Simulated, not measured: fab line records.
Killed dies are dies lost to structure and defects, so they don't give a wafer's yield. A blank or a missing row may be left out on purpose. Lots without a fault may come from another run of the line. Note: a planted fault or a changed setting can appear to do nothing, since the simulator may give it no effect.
Which tool was responsible? / flow n5-finfet / 25 wafers from 9 lots sampled at 3 of the route's 1938 steps

WHAT THE GAUGES READ, wafer by wafer
N5_BEOL_M4_RC_MEAS_101.
lot=L428; measured=day 8 21:29; on=prober-01; IOFF_N_LONG (nA/um)=5.47e-05 5.54e-05 5.5e-05
lot=L430; measured=day 9 12:56; on=prober-01; IOFF_N_LONG (nA/um)=5.75e-05 5.54e-05 5.74e-05
lot=L431; measured=day 9 22:43; on=prober-01; IOFF_N_LONG (nA/um)=5.74e-05 5.88e-05 5.71e-05
lot=L432; measured=day 9 21:47; on=prober-01; IOFF_N_LONG (nA/um)=3.4e-05 5.36e-05 5.43e-05
lot=L435; measured=day 10 18:42; on=prober-01; IOFF_N_LONG (nA/um)=3.67e-05 3.67e-05
lot=L436; measured=day 11 01:30; on=prober-01; IOFF_N_LONG (nA/um)=5.23e-05 3.44e-05
lot=L440; measured=day 12 05:47; on=prober-02; IOFF_N_LONG (nA/um)=5.77e-05 5.68e-05 5.73e-05
lot=L442; measured=day 12 12:46; on=prober-02; IOFF_N_LONG (nA/um)=5.43e-05 5.53e-05 5.4e-05
lot=L444; measured=day 13 00:23; on=prober-01; IOFF_N_LONG (nA/um)=5.61e-05 5.69e-05 5.64e-05

WHICH TOOL RAN EACH LOT (tool, then ch and the chambers of the sampled wafers, then the start)
lot=L428; N5_HKMG_FIN_NWFM_ALD_20=ald-metal-03 ch 1,2,3, day 5 06:27; N5_HKMG_FIN_ETCHBACK_68=rie-metal-01 ch 0,1, day 5 07:07
lot=L430; N5_HKMG_FIN_NWFM_ALD_20=ald-metal-04 ch 0,2,3, day 5 18:49; N5_HKMG_FIN_ETCHBACK_68=rie-metal-02 ch 0,1, day 5 19:29
lot=L431; N5_HKMG_FIN_NWFM_ALD_20=ald-metal-04 ch 1,2, day 5 23:58; N5_HKMG_FIN_ETCHBACK_68=rie-metal-02 ch 0,1, day 6 00:37
lot=L432; N5_HKMG_FIN_NWFM_ALD_20=ald-metal-04 ch 0,2, day 6 04:23; N5_HKMG_FIN_ETCHBACK_68=rie-metal-01 ch 0,1, day 6 05:02
lot=L435; N5_HKMG_FIN_NWFM_ALD_20=ald-metal-04 ch 1,2, day 7 00:00; N5_HKMG_FIN_ETCHBACK_68=rie-metal-01 ch 1, day 7 00:44
lot=L436; N5_HKMG_FIN_NWFM_ALD_20=ald-metal-04 ch 3, day 7 04:05; N5_HKMG_FIN_ETCHBACK_68=rie-metal-01 ch 1, day 7 04:49
lot=L440; N5_HKMG_FIN_NWFM_ALD_20=ald-metal-02 ch 0,2,3, day 8 04:35; N5_HKMG_FIN_ETCHBACK_68=rie-metal-02 ch 0,1, day 8 05:15
lot=L442; N5_HKMG_FIN_NWFM_ALD_20=ald-metal-02 ch 0,1,3, day 8 15:04; N5_HKMG_FIN_ETCHBACK_68=rie-metal-02 ch 0,1, day 8 15:44
lot=L444; N5_HKMG_FIN_NWFM_ALD_20=ald-metal-03 ch 1,2,3, day 9 04:53; N5_HKMG_FIN_ETCHBACK_68=rie-metal-03 ch 0,1, day 9 05:32
- N5_HKMG_FIN_NWFM_ALD_20: deposits TiAlC, target thk 2 nm, pulse time 3 s, purge time 2 s.
- N5_HKMG_FIN_ETCHBACK_68: etches the open film in Cl2/Ar, stops on HfO2, target depth 0.5 nm.

THE ANSWER, worked out from the rows above alone
Rule: the lots themselves supply what counts as usual. The widest of any qualifying gaps counts: lots, ordered by their means at a reading, are off when they make up no more than a third of the lots, leave a main group of 4 or more, and stand apart from it by 3 or more times the standard deviation of that group's means. The tables above print the reading to a certain number of digits; a main group whose means all agree to those digits is not used. A lot without any number at a reading at which 4 lots or more have one is off too. Where the step has rows for the other lots, those lots are counted as sound.
Off: L432, L435, L436, at N5_BEOL_M4_RC_MEAS_101 (IOFF_N_LONG). Mean 5.63e-05 nA/um and standard deviation 1.2e-06 in the main group.
A tool fits if, at a process step before that reading, it ran every lot that is off, and no sound lot after the first of them. Gauges at N5_BEOL_M4_RC_MEAS_101: tried the same way as those tools. 2 tools fit, ald-metal-04 at N5_HKMG_FIN_NWFM_ALD_20 and rie-metal-01 at N5_HKMG_FIN_ETCHBACK_68, so this cannot tell which one it is.

WHAT THE SIMULATOR HAD INSERTED
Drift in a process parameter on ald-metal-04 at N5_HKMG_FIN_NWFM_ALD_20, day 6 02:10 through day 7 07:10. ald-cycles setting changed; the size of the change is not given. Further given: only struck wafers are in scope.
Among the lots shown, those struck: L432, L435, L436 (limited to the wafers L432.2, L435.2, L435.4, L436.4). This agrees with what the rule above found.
